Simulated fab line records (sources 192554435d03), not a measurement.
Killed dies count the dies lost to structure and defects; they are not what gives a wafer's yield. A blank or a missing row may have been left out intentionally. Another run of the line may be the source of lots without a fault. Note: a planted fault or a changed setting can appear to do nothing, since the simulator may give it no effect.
Matching of chambers || flow n5-finfet || 4 sister chambers for N5_MOL_CONTACT_COAG_ETCH_89 on rie-diel-05
The step etches underlayer in N2/H2, target depth 13 nm, time 10.4 s. 8 wafers are shown with their chamber, then 7 later ones without.

WAFERS, EACH WITH ITS CHAMBER
{"wafer": "L087.1", "chamber": 1, "showerhead-plenum-p-Torr (Torr)": 2.34, "drypump-motor-current-A (A)": 5.4}
{"wafer": "L087.5", "chamber": 0, "showerhead-plenum-p-Torr (Torr)": 2.64, "drypump-motor-current-A (A)": 5.5}
{"wafer": "L087.6", "chamber": 3, "showerhead-plenum-p-Torr (Torr)": 2.62, "drypump-motor-current-A (A)": 6.3}
{"wafer": "L088.1", "chamber": 1, "showerhead-plenum-p-Torr (Torr)": 2.34, "drypump-motor-current-A (A)": 5.5}
{"wafer": "L088.2", "chamber": 0, "showerhead-plenum-p-Torr (Torr)": 2.64, "drypump-motor-current-A (A)": 5.5}
{"wafer": "L088.5", "chamber": 2, "showerhead-plenum-p-Torr (Torr)": 2.71, "drypump-motor-current-A (A)": 5.8}
{"wafer": "L092.1", "chamber": 2, "showerhead-plenum-p-Torr (Torr)": 2.71, "drypump-motor-current-A (A)": 5.8}
{"wafer": "L092.3", "chamber": 3, "showerhead-plenum-p-Torr (Torr)": 2.61, "drypump-motor-current-A (A)": 6.3}

WAFERS WHOSE CHAMBER IS MISSING
{"wafer": "L092.5", "showerhead-plenum-p-Torr (Torr)": 2.61, "drypump-motor-current-A (A)": 6.3}
{"wafer": "L095.2", "showerhead-plenum-p-Torr (Torr)": 2.61, "drypump-motor-current-A (A)": 6.3}
{"wafer": "L095.5", "showerhead-plenum-p-Torr (Torr)": 2.61, "drypump-motor-current-A (A)": 6.3}
{"wafer": "L095.6", "showerhead-plenum-p-Torr (Torr)": 2.71, "drypump-motor-current-A (A)": 5.8}
{"wafer": "L096.1", "showerhead-plenum-p-Torr (Torr)": 2.64, "drypump-motor-current-A (A)": 5.5}
{"wafer": "L096.2", "showerhead-plenum-p-Torr (Torr)": 2.34, "drypump-motor-current-A (A)": 5.4}
{"wafer": "L096.3", "showerhead-plenum-p-Torr (Torr)": 2.71, "drypump-motor-current-A (A)": 5.8}

CHAMBER TAKEN BY EACH
{"wafer": "L092.5", "from the rows above": 3, "in truth": 3}
{"wafer": "L095.2", "from the rows above": 3, "in truth": 3}
{"wafer": "L095.5", "from the rows above": 3, "in truth": 3}
{"wafer": "L095.6", "from the rows above": 2, "in truth": 2}
{"wafer": "L096.1", "from the rows above": 0, "in truth": 0}
{"wafer": "L096.2", "from the rows above": 1, "in truth": 1}
{"wafer": "L096.3", "from the rows above": 2, "in truth": 2}
Correctly placed: 7 of 7. Can't be placed from these rows: 0. Placed wrongly: 0.
How it was worked out, from the rows above alone: a wafer's distance from a chamber is the root of the sum, over the readings, of the square of ((its reading less the chamber's mean) divided by the reading's scatter). If the next closest chamber is less than 2 further off than the closest, the wafer can't be placed; otherwise it belongs to the closest. A chamber's mean is the mean of its shown wafers. The scatter: the root of (the sum of the squares of (reading less its chamber's mean) over the shown wafers, divided by (wafers less chambers)).
